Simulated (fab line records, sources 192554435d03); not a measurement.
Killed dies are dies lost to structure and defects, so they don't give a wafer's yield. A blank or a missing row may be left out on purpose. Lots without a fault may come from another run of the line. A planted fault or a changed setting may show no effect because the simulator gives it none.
Chamber matching | flow n5_finfet | N5_BEOL_M6_STRIP_67 on rie_diel-02: 4 sister chambers
The step strips in CF4. 16 wafers are shown with their chamber, then 8 later ones without.

WAFERS WITH THEIR CHAMBER
wafer  | chamber | drypump_motor_current_A (A) | throttle_valve_pct (%) | oes_product_au (a.u.)
L074.2 | 3       | 5.1                         | 14.08                  | 0.67
L074.5 | 0       | 5.2                         | 13.04                  | 0.87
L074.6 | 3       | 5.1                         | 14.08                  | 0.67
L079.1 | 0       | 5.2                         | 13.06                  | 0.86
L079.4 | 1       | 5.5                         | 13.87                  | 0.70
L079.6 | 0       | 5.2                         | 13.05                  | 0.87
L085.2 | 0       | 5.2                         | 13.09                  | 0.85
L085.4 | 2       | 6.4                         | 13.67                  | 0.81
L085.6 | 0       | 5.2                         | 13.10                  | 0.85
L086.1 | 2       | 6.5                         | 13.69                  | 0.80
L086.2 | 3       | 5.1                         | 14.13                  | 0.66
L086.4 | 0       | 5.2                         | 13.10                  | 0.83
L088.2 | 2       | 6.5                         | 13.71                  | 0.79
L088.3 | 0       | 5.3                         | 13.10                  | 0.83
L088.5 | 0       | 5.2                         | 13.11                  | 0.83
L092.1 | 2       | 6.5                         | 13.73                  | 0.79

SIGNATURES (means of the wafers above)
reading                 | chamber 0 | chamber 1 | chamber 2 | chamber 3 | scatter within a chamber
drypump_motor_current_A | 5.213     | 5.500     | 6.475     | 5.100     | 0.0368
throttle_valve_pct      | 13.0813   | 13.8700   | 13.7000   | 14.0967   | 0.027
oes_product_au          | 0.8488    | 0.7000    | 0.7975    | 0.6667    | 0.0142
Rule: a wafer's distance from a chamber is the root of the sum, over the readings, of the square of ((its reading less the chamber's mean) divided by the reading's scatter). The wafer belongs to the nearest chamber; if the next one is less than 2 further off, it can't be placed. The scatter: the root of (the sum of the squares of (reading less its chamber's mean) over the shown wafers, divided by (wafers less chambers)).

WAFERS WITHOUT THEIR CHAMBER
wafer  | drypump_motor_current_A (A) | throttle_valve_pct (%) | oes_product_au (a.u.)
L092.4 | 5.1                         | 13.58                  | 0.94
L092.6 | 6.5                         | 13.73                  | 0.79
L093.1 | 5.1                         | 13.58                  | 0.93
L093.4 | 5.2                         | 13.15                  | 0.81
L093.5 | 5.1                         | 13.58                  | 0.93
L096.2 | 6.5                         | 13.76                  | 0.78
L096.3 | 5.5                         | 13.38                  | 0.95
L096.6 | 5.5                         | 13.39                  | 0.95

WHICH CHAMBER EACH WENT THROUGH
wafer  | from the rows above | in truth
L092.4 | 0                   | 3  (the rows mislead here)
L092.6 | 2                   | 2
L093.1 | 0                   | 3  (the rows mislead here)
L093.4 | 0                   | 0
L093.5 | 0                   | 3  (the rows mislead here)
L096.2 | 2                   | 2
L096.3 | 0                   | 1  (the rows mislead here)
L096.6 | 0                   | 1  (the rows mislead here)
Placed correctly: 3 of 8. Can't be placed from these rows: 0. Placed wrongly: 5.
